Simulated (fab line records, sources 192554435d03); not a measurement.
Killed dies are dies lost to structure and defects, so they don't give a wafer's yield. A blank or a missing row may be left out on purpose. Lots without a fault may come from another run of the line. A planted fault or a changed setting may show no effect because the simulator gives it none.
Chamber matching | flow n5_finfet | N5_BEOL_M5_CO_CAP_78 on cvd_co-02: 3 sister chambers
The step material Co, precursor CCTBA/H2, target thk 2 nm, time 102.1 s. 3 wafers are shown with their chamber, then 11 later ones without.

WAFERS WITH THEIR CHAMBER
wafer  | chamber | heater_power_w (W)
L083.1 | 2       | 207
L084.4 | 0       | 232
L087.2 | 1       | 277

WAFERS WITHOUT THEIR CHAMBER
wafer  | heater_power_w (W)
L087.3 | 202
L087.5 | 211
L089.2 | 211
L089.4 | 208
L089.5 | 281
L096.1 | 267
L096.2 | 231
L096.3 | 207
L097.4 | 259
L097.5 | 231
L097.6 | 208

WHICH CHAMBER EACH WENT THROUGH
wafer  | from the rows above     | in truth
L087.3 | 2                       | 2
L087.5 | 2                       | 2
L089.2 | 2                       | 2
L089.4 | 2                       | 2
L089.5 | 1                       | 1
L096.1 | 1                       | 1
L096.2 | 0                       | 0
L096.3 | 2                       | 2
L097.4 | can't be placed: 1 or 0 | 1
L097.5 | 0                       | 0
L097.6 | 2                       | 2
Placed correctly: 10 of 11. Can't be placed from these rows: 1 (the true chamber is among the candidates in 1). Placed wrongly: 0.
How it was worked out, from the rows above alone: a wafer's distance from a chamber is the root of the sum, over the readings, of the square of ((its reading less the chamber's mean) divided by the reading's scatter). The wafer belongs to the nearest chamber; if the next one is less than 2 further off, it can't be placed. A chamber's mean is the mean of its shown wafers. The scatter: with one shown wafer a chamber, the root of the mean of the squares of how far each hidden wafer lies from its nearest shown one.
